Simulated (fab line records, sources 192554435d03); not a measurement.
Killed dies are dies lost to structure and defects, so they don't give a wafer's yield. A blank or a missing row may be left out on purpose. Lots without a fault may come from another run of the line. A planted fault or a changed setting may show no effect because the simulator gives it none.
Chamber matching | flow n5_finfet | N5_BEOL_M0_SAQP_DESCUM_19 on rie_diel-03: 4 sister chambers
The step chemistry O2, time 7.9 s. 4 wafers are shown with their chamber, then 11 later ones without.

WAFERS WITH THEIR CHAMBER
wafer  | chamber | showerhead_plenum_p_Torr (Torr)
L084.3 | 1       | 2.08
L084.5 | 2       | 1.99
L084.6 | 3       | 1.99
L087.3 | 0       | 2.07

WAFERS WITHOUT THEIR CHAMBER
wafer  | showerhead_plenum_p_Torr (Torr)
L087.4 | 1.99
L087.6 | 1.99
L090.1 | 2.08
L090.2 | 1.99
L090.4 | 2.07
L093.1 | 1.98
L093.2 | 2.06
L093.5 | 1.99
L096.3 | 1.99
L096.5 | 2.06
L096.6 | 2.07

WHICH CHAMBER EACH WENT THROUGH
wafer  | from the rows above     | in truth
L087.4 | can't be placed: 2 or 3 | 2
L087.6 | can't be placed: 2 or 3 | 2
L090.1 | can't be placed: 1 or 0 | 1
L090.2 | can't be placed: 2 or 3 | 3
L090.4 | can't be placed: 0 or 1 | 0
L093.1 | can't be placed: 2 or 3 | 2
L093.2 | can't be placed: 0 or 1 | 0
L093.5 | can't be placed: 2 or 3 | 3
L096.3 | can't be placed: 2 or 3 | 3
L096.5 | can't be placed: 0 or 1 | 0
L096.6 | can't be placed: 0 or 1 | 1
Placed correctly: 0 of 11. Can't be placed from these rows: 11 (the true chamber is among the candidates in 11). Placed wrongly: 0.
How it was worked out, from the rows above alone: a wafer's distance from a chamber is the root of the sum, over the readings, of the square of ((its reading less the chamber's mean) divided by the reading's scatter). The wafer belongs to the nearest chamber; if the next one is less than 2 further off, it can't be placed. A chamber's mean is the mean of its shown wafers. The scatter: with one shown wafer a chamber, the root of the mean of the squares of how far each hidden wafer lies from its nearest shown one.
